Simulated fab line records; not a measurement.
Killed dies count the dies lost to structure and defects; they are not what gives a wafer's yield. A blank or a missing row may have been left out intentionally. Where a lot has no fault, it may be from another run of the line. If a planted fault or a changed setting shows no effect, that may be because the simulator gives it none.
Matching of chambers :: flow n5-finfet :: N5_BEOL_M10_PECVD_70 on pecvd-04: 3 sister chambers
The step deposits SiO2 from TEOS/O2, target thk 20 nm, time 22.7 s. 6 wafers are shown with their chamber, then 7 later ones without.

== WAFERS, EACH WITH ITS CHAMBER ==
wafer: L084.1
chamber: 1
throttle-valve-pct (%): 23.3
heater-power-w (W): 595

wafer: L088.4
chamber: 0
throttle-valve-pct (%): 22.0
heater-power-w (W): 979

wafer: L088.5
chamber: 1
throttle-valve-pct (%): 23.3
heater-power-w (W): 595

wafer: L088.6
chamber: 2
throttle-valve-pct (%): 24.9
heater-power-w (W): 700

wafer: L091.2
chamber: 2
throttle-valve-pct (%): 25.0
heater-power-w (W): 810

wafer: L091.5
chamber: 0
throttle-valve-pct (%): 22.3
heater-power-w (W): 909

== WAFERS WITHOUT THEIR CHAMBER ==
wafer: L091.6
throttle-valve-pct (%): 25.1
heater-power-w (W): 781

wafer: L095.1
throttle-valve-pct (%): 25.2
heater-power-w (W): 698

wafer: L095.2
throttle-valve-pct (%): 23.5
heater-power-w (W): 609

wafer: L095.3
throttle-valve-pct (%): 22.1
heater-power-w (W): 1042

wafer: L095.4
throttle-valve-pct (%): 23.3
heater-power-w (W): 618

wafer: L095.5
throttle-valve-pct (%): 22.0
heater-power-w (W): 1046

wafer: L095.6
throttle-valve-pct (%): 25.3
heater-power-w (W): 690

== WHICH CHAMBER EACH WENT THROUGH ==
wafer: L091.6
from the rows above: 2
in truth: 2

wafer: L095.1
from the rows above: 2
in truth: 2

wafer: L095.2
from the rows above: 1
in truth: 1

wafer: L095.3
from the rows above: 0
in truth: 0

wafer: L095.4
from the rows above: 1
in truth: 1

wafer: L095.5
from the rows above: 0
in truth: 0

wafer: L095.6
from the rows above: 2
in truth: 2
Correct placement for 7 of the 7. Not placeable from these rows: 0. 0 placed wrongly.
How it was worked out, from the rows above alone: a wafer's distance from a chamber is the root of the sum, over the readings, of the square of ((its reading less the chamber's mean) divided by the reading's scatter). The wafer belongs to the nearest chamber; if the next one is less than 2 further off, it can't be placed. A chamber's mean is the mean of its shown wafers. The scatter is the square root of a quotient: the sum, over the shown wafers, of each reading's squared deviation from its chamber's mean, divided by wafers minus chambers.
